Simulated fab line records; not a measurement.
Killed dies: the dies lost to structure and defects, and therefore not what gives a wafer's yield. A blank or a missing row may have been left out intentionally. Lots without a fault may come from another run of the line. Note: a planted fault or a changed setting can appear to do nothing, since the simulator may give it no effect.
Matching of chambers -- flow n5-finfet -- 3 sister chambers for N5_BEOL_M15_ILD_DEP_00 on pecvd-03
The step deposits SiO2 from TEOS/O2, target thk 1629.3 nm, time 346.1 s. 3 wafers are shown with their chamber, then 7 later ones without.

WAFERS PAIRED WITH THEIR CHAMBERS
wafer,chamber,throttle-valve-pct (%)
L085.2,2,17.1
L089.1,1,18.3
L089.4,0,19.9

WAFERS MISSING THEIR CHAMBER
wafer,throttle-valve-pct (%)
L089.6,17.1
L093.1,19.8
L093.2,17.3
L093.4,19.8
L095.2,19.7
L095.4,18.1
L095.6,17.4

WHICH CHAMBER EACH WENT THROUGH
wafer,from the rows above,in truth
L089.6,2,2
L093.1,0,0
L093.2,2,2
L093.4,0,0
L095.2,0,0
L095.4,1,1
L095.6,2,2
Correctly placed: 7 of 7. From these rows, 0 cannot be placed. Placed wrongly: 0.
How it was worked out, from the rows above alone: a wafer's distance from a chamber is the root of the sum, over the readings, of the square of ((its reading less the chamber's mean) divided by the reading's scatter). The wafer belongs to the nearest chamber; if the next one is less than 2 further off, it can't be placed. For every chamber, the mean is computed from those of its wafers that are shown. The scatter (one wafer shown for each chamber): square how far every hidden wafer sits from the nearest shown wafer, average those squares and take the square root.
